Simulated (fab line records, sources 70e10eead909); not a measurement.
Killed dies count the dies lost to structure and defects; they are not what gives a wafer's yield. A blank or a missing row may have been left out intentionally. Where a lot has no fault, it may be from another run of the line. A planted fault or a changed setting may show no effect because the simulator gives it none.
Matching of chambers || flow nand-harc || rie-diel-09 running NHARC_P_M1_DESCUM_14: 4 sister chambers
The step chemistry O2, time 3 s. 18 wafers are shown with their chamber, then 9 later ones without.

WAFERS PAIRED WITH THEIR CHAMBERS
{"wafer": "L076.2", "chamber": 3, "drypump-motor-current-A (A)": 6.0, "oes-product-au (a.u.)": 0.984, "chamber-pressure-mTorr (mTorr)": 60.01}
{"wafer": "L076.4", "chamber": 3, "drypump-motor-current-A (A)": 6.1, "oes-product-au (a.u.)": 0.980, "chamber-pressure-mTorr (mTorr)": 60.01}
{"wafer": "L076.5", "chamber": 2, "drypump-motor-current-A (A)": 5.9, "oes-product-au (a.u.)": 1.005, "chamber-pressure-mTorr (mTorr)": 59.97}
{"wafer": "L078.2", "chamber": 3, "drypump-motor-current-A (A)": 6.0, "oes-product-au (a.u.)": 0.988, "chamber-pressure-mTorr (mTorr)": 59.91}
{"wafer": "L078.3", "chamber": 1, "drypump-motor-current-A (A)": 5.0, "oes-product-au (a.u.)": 0.978, "chamber-pressure-mTorr (mTorr)": 60.03}
{"wafer": "L078.5", "chamber": 2, "drypump-motor-current-A (A)": 5.9, "oes-product-au (a.u.)": 1.011, "chamber-pressure-mTorr (mTorr)": 60.01}
{"wafer": "L080.2", "chamber": 1, "drypump-motor-current-A (A)": 5.0, "oes-product-au (a.u.)": 0.981, "chamber-pressure-mTorr (mTorr)": 59.89}
{"wafer": "L080.4", "chamber": 3, "drypump-motor-current-A (A)": 6.0, "oes-product-au (a.u.)": 0.982, "chamber-pressure-mTorr (mTorr)": 60.02}
{"wafer": "L080.6", "chamber": 0, "drypump-motor-current-A (A)": 5.3, "oes-product-au (a.u.)": 1.002, "chamber-pressure-mTorr (mTorr)": 60.06}
{"wafer": "L083.1", "chamber": 3, "drypump-motor-current-A (A)": 6.0, "oes-product-au (a.u.)": 0.995, "chamber-pressure-mTorr (mTorr)": 59.99}
{"wafer": "L083.3", "chamber": 1, "drypump-motor-current-A (A)": 5.0, "oes-product-au (a.u.)": 0.993, "chamber-pressure-mTorr (mTorr)": 59.99}
{"wafer": "L083.5", "chamber": 1, "drypump-motor-current-A (A)": 5.0, "oes-product-au (a.u.)": 0.989, "chamber-pressure-mTorr (mTorr)": 59.99}
{"wafer": "L084.1", "chamber": 3, "drypump-motor-current-A (A)": 6.0, "oes-product-au (a.u.)": 0.995, "chamber-pressure-mTorr (mTorr)": 59.97}
{"wafer": "L084.2", "chamber": 2, "drypump-motor-current-A (A)": 5.9, "oes-product-au (a.u.)": 1.019, "chamber-pressure-mTorr (mTorr)": 59.97}
{"wafer": "L084.6", "chamber": 2, "drypump-motor-current-A (A)": 5.9, "oes-product-au (a.u.)": 1.008, "chamber-pressure-mTorr (mTorr)": 59.92}
{"wafer": "L087.2", "chamber": 3, "drypump-motor-current-A (A)": 6.0, "oes-product-au (a.u.)": 0.999, "chamber-pressure-mTorr (mTorr)": 59.99}
{"wafer": "L087.4", "chamber": 1, "drypump-motor-current-A (A)": 5.0, "oes-product-au (a.u.)": 0.986, "chamber-pressure-mTorr (mTorr)": 59.98}
{"wafer": "L087.5", "chamber": 1, "drypump-motor-current-A (A)": 5.0, "oes-product-au (a.u.)": 0.989, "chamber-pressure-mTorr (mTorr)": 60.03}

SIGNATURES, as means of the wafers listed above
{"reading": "drypump-motor-current-A", "chamber 0": 5.300, "chamber 1": 5.000, "chamber 2": 5.900, "chamber 3": 6.014, "scatter within a chamber": 0.0247}
{"reading": "oes-product-au", "chamber 0": 1.00200, "chamber 1": 0.98600, "chamber 2": 1.01075, "chamber 3": 0.98900, "scatter within a chamber": 0.00651}
{"reading": "chamber-pressure-mTorr", "chamber 0": 60.0600, "chamber 1": 59.9850, "chamber 2": 59.9675, "chamber 3": 59.9857, "scatter within a chamber": 0.0428}
Rule: for a wafer and a chamber, the distance is found by dividing, reading by reading, the gap between the wafer's reading and the chamber's mean by the reading's scatter, squaring, summing and taking the root. The wafer belongs to the nearest chamber; if the next one is less than 2 further off, it can't be placed. How the scatter is found: for the shown wafers, subtract from each reading the mean of its chamber, square and add these, divide the total by (wafers less chambers), then take the root.

WAFERS WHOSE CHAMBER IS MISSING
{"wafer": "L092.1", "drypump-motor-current-A (A)": 6.0, "oes-product-au (a.u.)": 0.986, "chamber-pressure-mTorr (mTorr)": 59.96}
{"wafer": "L092.3", "drypump-motor-current-A (A)": 5.3, "oes-product-au (a.u.)": 1.015, "chamber-pressure-mTorr (mTorr)": 59.99}
{"wafer": "L092.4", "drypump-motor-current-A (A)": 5.9, "oes-product-au (a.u.)": 1.009, "chamber-pressure-mTorr (mTorr)": 60.00}
{"wafer": "L095.1", "drypump-motor-current-A (A)": 6.0, "oes-product-au (a.u.)": 1.001, "chamber-pressure-mTorr (mTorr)": 60.06}
{"wafer": "L095.3", "drypump-motor-current-A (A)": 5.9, "oes-product-au (a.u.)": 0.998, "chamber-pressure-mTorr (mTorr)": 59.99}
{"wafer": "L095.6", "drypump-motor-current-A (A)": 5.9, "oes-product-au (a.u.)": 0.999, "chamber-pressure-mTorr (mTorr)": 60.03}
{"wafer": "L094.1", "drypump-motor-current-A (A)": 5.9, "oes-product-au (a.u.)": 1.008, "chamber-pressure-mTorr (mTorr)": 60.01}
{"wafer": "L094.4", "drypump-motor-current-A (A)": 5.0, "oes-product-au (a.u.)": 0.994, "chamber-pressure-mTorr (mTorr)": 60.01}
{"wafer": "L094.6", "drypump-motor-current-A (A)": 5.9, "oes-product-au (a.u.)": 1.022, "chamber-pressure-mTorr (mTorr)": 59.99}

THE CHAMBER EACH PASSED THROUGH
{"wafer": "L092.1", "from the rows above": 3, "in truth": 3}
{"wafer": "L092.3", "from the rows above": 0, "in truth": 0}
{"wafer": "L092.4", "from the rows above": 2, "in truth": 2}
{"wafer": "L095.1", "from the rows above": 3, "in truth": 3}
{"wafer": "L095.3", "from the rows above": 2, "in truth": 2}
{"wafer": "L095.6", "from the rows above": 2, "in truth": 2}
{"wafer": "L094.1", "from the rows above": 2, "in truth": 2}
{"wafer": "L094.4", "from the rows above": 1, "in truth": 1}
{"wafer": "L094.6", "from the rows above": 2, "in truth": 2}
9 of 9 placed correctly. Can't be placed from these rows: 0. Wrongly placed: 0.
